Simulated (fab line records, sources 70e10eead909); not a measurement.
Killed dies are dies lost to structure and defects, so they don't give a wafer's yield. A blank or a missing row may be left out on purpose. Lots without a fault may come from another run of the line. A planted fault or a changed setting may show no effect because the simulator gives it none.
fab line records | flow nand_harc | part 2 of 2: steps 26 to 33 of 33
record lots=5 wafers=15 last_day=23
route steps=1159 shown A_CONTACT@882
lots that met no fault: from a run of the same line without faults
start_h: hours from the record's first day to the start of the lot's first wafer shown | wait_h: hours since the lot's step before | " the same as in the row above | L1.1+2: a row that stands for several wafers | - no value, or no start given | * or withheld: withheld | < > ~ a bound
route shown NAME@n: a module of which the file shows steps, and the number in the route of the first | usual: mean/standard deviation of fault-free wafers | same: alike in all rows | chamber/n: place in a boat | sites: the reading at each site | _std_site: their standard deviation | _edge_site: outer sites' mean less inner sites' | radius_mm: how far each site lies from the wafer's centre | mask NAME#n: copy n | behind: the tool/chamber that last shaped the wafer | hold: why the lot was held/for how many hours/how that ended | device: the transistor (n, p or np) that didn't switch | end of line: the same wafers' tests at the end of the route | a step without rows: its recipe alone | killed: dies lost to structure and defects at the first sort, not the wafer's yield | map: a wafer's dies, x killed, . not, _ none there
set.NAME: the setting as run; set.NAME@STEP: as run at that earlier step | model.NAME: the simulator's own value behind a step, which no gauge read
lots at some steps of the route; a table a step, a row a wafer
services: from which hour (start_h, from the record's first day; less than 0 if before it) a tool's chamber was out of use, for how many hours, and why
## steps
# step NHARC_A_CONTACT_ETCH_127
# recipe source_w=withheld pressure_mtorr=20 bias_v=1200 time_s=155 target_depth_a=9560 ar_flow_sccm=withheld c4f8_flow_sccm=withheld o2_flow_sccm=withheld chemistry=C4F8/O2/Ar
# columns lot.wafer tool chamber start_h wait_h rf_hours_counter_h
L074.2 har_cap_etch-01 1 376.67 0.1 57
L074.3 " 0 " " -
L074.5 " 1 " " -
L079.2 har_cap_etch-02 1 417.18 0.1 15
L079.3 " 1 " " -
L079.4 " 0 " " -
L083.2 har_cap_etch-01 1 442.86 0.1 67
L083.4 " 1 " " -
L083.6 " 1 " " -
L084.1 har_cap_etch-02 1 448.21 0.1 21
L084.6 " 1 " " -
L084.5 " 0 " " -
L091.2 har_cap_etch-03 1 474.04 0.1 101
L091.1 " 0 " " 101
L091.4 " 1 " " -
# step NHARC_A_CONTACT_ETCH_128
# recipe source_w=withheld pressure_mtorr=20 bias_v=1200 time_s=155 target_depth_a=9560 ar_flow_sccm=withheld c4f8_flow_sccm=withheld o2_flow_sccm=withheld chemistry=C4F8/O2/Ar
# columns lot.wafer tool chamber start_h wait_h rf_hours_counter_h
L074.2 har_cap_etch-01 1 376.81 0.1 57
L074.3 " 0 " " -
L074.5 " 1 " " -
L079.2 har_cap_etch-02 1 417.32 0.1 15
L079.3 " 1 " " -
L079.4 " 0 " " -
L083.2 har_cap_etch-01 1 443.01 0.1 67
L083.4 " 1 " " -
L083.6 " 1 " " -
L084.1 har_cap_etch-02 1 448.36 0.1 21
L084.6 " 1 " " -
L084.5 " 0 " " -
L091.2 har_cap_etch-03 1 474.19 0.1 101
L091.1 " 0 " " 101
L091.4 " 1 " " -
# step NHARC_A_CONTACT_ETCH_129
# recipe source_w=withheld pressure_mtorr=20 bias_v=1200 time_s=155 target_depth_a=9560 ar_flow_sccm=withheld c4f8_flow_sccm=withheld o2_flow_sccm=withheld chemistry=C4F8/O2/Ar
# columns lot.wafer tool chamber start_h wait_h rf_hours_counter_h
L074.2 har_cap_etch-01 1 376.95 0.1 57
L074.3 " 0 " " -
L074.5 " 1 " " -
L079.2 har_cap_etch-02 1 417.46 0.1 16
L079.3 " 1 " " -
L079.4 " 0 " " -
L083.2 har_cap_etch-01 1 443.15 0.1 68
L083.4 " 1 " " -
L083.6 " 1 " " -
L084.1 har_cap_etch-02 1 448.50 0.1 21
L084.6 " 1 " " -
L084.5 " 0 " " -
L091.2 har_cap_etch-03 1 474.33 0.1 101
L091.1 " 0 " " 101
L091.4 " 1 " " -
# step NHARC_A_CONTACT_ETCH_130
# recipe source_w=withheld pressure_mtorr=20 bias_v=1200 time_s=155 target_depth_a=9560 ar_flow_sccm=withheld c4f8_flow_sccm=withheld o2_flow_sccm=withheld chemistry=C4F8/O2/Ar
# columns lot.wafer tool chamber start_h wait_h rf_hours_counter_h
L074.2 har_cap_etch-01 1 377.09 0.1 57
L074.3 " 0 " " -
L074.5 " 1 " " -
L079.2 har_cap_etch-02 1 417.60 0.1 16
L079.3 " 1 " " -
L079.4 " 0 " " -
L083.2 har_cap_etch-01 1 443.29 0.1 68
L083.4 " 1 " " -
L083.6 " 1 " " -
L084.1 har_cap_etch-02 1 448.64 0.1 21
L084.6 " 1 " " -
L084.5 " 0 " " -
L091.2 har_cap_etch-03 1 474.47 0.1 101
L091.1 " 0 " " 101
L091.4 " 1 " " -
# step NHARC_A_CONTACT_ETCH_131
# recipe source_w=withheld pressure_mtorr=20 bias_v=1200 time_s=155 target_depth_a=9560 ar_flow_sccm=withheld c4f8_flow_sccm=withheld o2_flow_sccm=withheld chemistry=C4F8/O2/Ar
# columns lot.wafer tool chamber start_h wait_h rf_hours_counter_h
L074.2 har_cap_etch-01 1 377.23 0.1 57
L074.3 " 0 " " -
L074.5 " 1 " " -
L079.2 har_cap_etch-02 1 417.74 0.1 16
L079.3 " 1 " " -
L079.4 " 0 " " -
L083.2 har_cap_etch-01 1 443.43 0.1 68
L083.4 " 1 " " -
L083.6 " 1 " " -
L084.1 har_cap_etch-02 1 448.78 0.1 21
L084.6 " 1 " " -
L084.5 " 0 " " -
L091.2 har_cap_etch-03 1 474.61 0.1 101
L091.1 " 0 " " 101
L091.4 " 1 " " -
# step NHARC_A_CONTACT_ETCH_132
# recipe source_w=withheld pressure_mtorr=20 bias_v=1200 time_s=156 target_depth_a=9580 ar_flow_sccm=withheld c4f8_flow_sccm=withheld o2_flow_sccm=withheld chemistry=C4F8/O2/Ar
# columns lot.wafer tool chamber start_h wait_h rf_hours_counter_h
L074.2 har_cap_etch-01 1 377.38 0.1 58
L074.3 " 0 " " -
L074.5 " 1 " " -
L079.2 har_cap_etch-02 1 417.89 0.1 16
L079.3 " 1 " " -
L079.4 " 0 " " -
L083.2 har_cap_etch-01 1 443.57 0.1 68
L083.4 " 1 " " -
L083.6 " 1 " " -
L084.1 har_cap_etch-02 1 448.92 0.1 21
L084.6 " 1 " " -
L084.5 " 0 " " -
L091.2 har_cap_etch-03 1 474.75 0.1 101
L091.1 " 0 " " 101
L091.4 " 1 " " -
# step NHARC_A_CONTACT_ETCH_133
# recipe source_w=withheld pressure_mtorr=20 bias_v=400 time_s=195 target_depth_a=8400 ar_flow_sccm=withheld c4f8_flow_sccm=11.5 o2_flow_sccm=7.2 chemistry=C4F8/O2/Ar
# columns lot.wafer tool chamber start_h wait_h rf_hours_counter_h
L074.2 har_cap_etch-01 1 377.54 0.1 58
L074.3 " 0 " " -
L074.5 " 1 " " -
L079.2 har_cap_etch-02 1 418.03 0.1 16
L079.3 " 1 " " -
L079.4 " 0 " " -
L083.2 har_cap_etch-01 1 443.71 0.1 68
L083.4 " 1 " " -
L083.6 " 1 " " -
L084.1 har_cap_etch-02 1 449.07 0.1 21
L084.6 " 1 " " -
L084.5 " 0 " " -
L091.2 har_cap_etch-03 1 474.90 0.1 101
L091.1 " 0 " " 101
L091.4 " 1 " " -
# step NHARC_A_CONTACT_ETCH_91
# recipe target_depth_a=400 over_etch_frac=0.5 time_s=85.7 ion_energy_ev=120 ch3f_flow_sccm=50 o2_flow_sccm=30 ar_flow_sccm=200 rf_w=500 bias_w=100 chemistry=CH3F/O2
# usual drypump_motor_current_A=5.5/0.3 oes_product_au=0.940/0.026 rf_vpp_V=244.0/1.8 showerhead_plenum_p_Torr=2.45/0.12 throttle_valve_pct=20.664/0.0096
# columns lot.wafer tool chamber start_h wait_h drypump_motor_current_A oes_product_au rf_hours_counter_h rf_vpp_V showerhead_plenum_p_Torr throttle_valve_pct
L074.2 rie_diel-11 2 378.07 0.5 5.9 1.009 0 244.9 2.58 20.650
L074.3 " 0 " " 5.6 1.011 1 241.1 2.28 20.674
L074.5 " 1 " " 5.1 1.011 - 244.3 2.54 20.663
L079.3 rie_diel-11 0 418.59 0.4 5.6 0.933 8 241.4 2.27 20.671
L079.4 " 1 " " 5.1 0.945 7 244.9 2.53 20.662
L079.2 " 3 " " 5.7 0.925 7 243.4 2.40 20.657
L083.2 rie_diel-11 1 444.32 0.6 5.0 0.950 13 246.2 2.53 20.661
L083.6 " 0 " " 5.6 0.946 - 240.2 2.27 20.662
L083.4 " 1 " " 5.1 0.944 - 246.5 2.53 20.670
L084.1 rie_diel-11 0 449.77 0.7 5.6 0.933 15 241.3 2.27 20.659
L084.6 " 0 " " 5.6 0.931 - 241.8 2.27 20.661
L084.5 " 1 " " 5.0 0.938 - 244.9 2.53 20.672
L091.1 rie_diel-11 2 475.46 0.5 5.8 0.929 17 245.0 2.57 20.651
L091.2 " 0 " " 5.6 0.937 20 243.2 2.27 20.655
L091.4 " 1 " " 5.1 0.933 20 246.0 2.53 20.652
## services
# columns tool chamber start_h hours kind
rie_diel-11 0 346.22 - clean
arfi_scanner-01 - 349.77 0.5 repair
rie_diel-11 2 350.98 16.6 repair
acl_dep-02 - 351.55 13.0 pm
rie_diel-11 - 367.16 9.0 pm
arfi_scanner-01 - 368.00 4.0 pm
pecvd-04 - 376.00 13.0 pm
wet_bench-01 - 389.61 8.0 pm
arfi_scanner-02 - 391.44 2.6 repair
pecvd-01 2 401.50 17.3 repair
rie_diel-01 1 402.50 4.2 repair
arfi_scanner-02 - 413.40 0.7 repair
pecvd-01 - 418.21 13.0 pm
arfi_scanner-01 - 418.45 9.3 repair
rie_diel-01 0 427.90 15.1 repair
arfi_scanner-02 - 428.00 4.0 pm
rie_diel-01 3 436.30 5.6 repair
litho_track-01 - 443.00 7.0 pm
pecvd-02 2 446.75 8.0 repair
wet_bench-07 - 448.00 8.0 pm
pecvd-01 - 457.06 0.3 repair
litho_track-06 - 467.00 7.0 pm
rie_diel-01 2 468.70 7.5 repair
acl_dep-01 - 474.91 13.0 pm
